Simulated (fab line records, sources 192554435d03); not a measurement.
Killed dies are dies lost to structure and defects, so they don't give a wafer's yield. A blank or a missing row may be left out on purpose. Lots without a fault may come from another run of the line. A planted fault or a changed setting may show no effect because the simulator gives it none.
One fault seen from 2 desks | flow n5_finfet | each desk has only its own numbers; what lay behind them comes last

THE TOOL OWNER'S DESK: litho_track-05
The tool's own readings at N5_BEOL_M0_SAQP_COAT_81 (time 60 s, resist thk 100 nm): means of the sampled wafers that have a number, for each lot that ran on this tool. A lot is out of limits, marked OUT, if its mean lies more than 4 standard deviations from the usual mean; the brackets give that distance.
Columns: A = exhaust_pa at N5_BEOL_M0_SAQP_COAT_81, usual 45.0 Pa; B = spin_speed_rpm at N5_BEOL_M0_SAQP_COAT_81, usual 1500.0 rpm
lot  | first seen here | A    | B
L177 | day 6 02:10     | 44.7 | 1499.7
L183 | day 7 08:58     | 43.8 | 1454.5 (-46) OUT
L185 | day 8 06:29     | 45.7 | 1453.8 (-47) OUT
This desk's finding: out of limits on L183, L185; first on L183, day 7 08:58 (spin_speed_rpm at N5_BEOL_M0_SAQP_COAT_81). In limits: L177.

THE METROLOGY DESK
What the gauges read, lot by lot, whatever tool the lot ran on: means of the sampled wafers that have a number. A lot is out of limits, marked OUT, if its mean lies more than 4 standard deviations from the usual mean; the brackets give that distance. Of its 10 readings 7 are shown: those that lie furthest out on some lot.
Columns: A = DIBL_N at N5_BEOL_M4_RC_MEAS_101, usual 36.8 mV/V; B = IOFF_N at N5_BEOL_M4_RC_MEAS_101, usual 0.168 nA/um; C = ION_N at N5_BEOL_M4_RC_MEAS_101, usual 679 uA/um; D = ION_P at N5_BEOL_M4_RC_MEAS_101, usual 466 uA/um; E = SS_N at N5_BEOL_M4_RC_MEAS_101, usual 71.7 mV/dec; F = SS_P at N5_BEOL_M4_RC_MEAS_101, usual 73.5 mV/dec; G = VT_N at N5_BEOL_M4_RC_MEAS_101, usual 248.8 mV
lot  | first seen here | A    | B     | C   | D   | E    | F    | G
L177 | day 8 13:38     | 36.5 | 0.141 | 670 | 464 | 71.2 | 72.6 | 248.5
L183 | day 9 20:08     | 35.8 | 0.173 | 687 | 468 | 71.7 | 73.5 | 248.9
L185 | day 10 00:35    | 37.2 | 0.178 | 678 | 459 | 71.5 | 73.7 | 247.3
L192 | day 12 05:32    | 36.8 | 0.156 | 672 | 463 | 71.3 | 73.5 | 251.1
This desk's finding: nothing out of limits on any of the 4 lots.

PUT TOGETHER
The tool owner's desk could have raised an alarm at day 7 08:58, on L183, L185.
The metrology desk saw nothing out of limits.
The metrology desk has L183, L185 on record, within its limits.
Of the lots named, all ran N5_BEOL_M0_SAQP_COAT_81 on litho_track-05.

WHAT THE SIMULATOR HAD PUT IN
Process parameter drift: litho_track-05, from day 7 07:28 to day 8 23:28, at N5_BEOL_M0_SAQP_COAT_81. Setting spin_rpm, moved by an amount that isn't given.
Lots struck among those shown: L183, L185.
Hours from the fault's start to each desk's first reading out of limits: the tool owner's desk, 1.
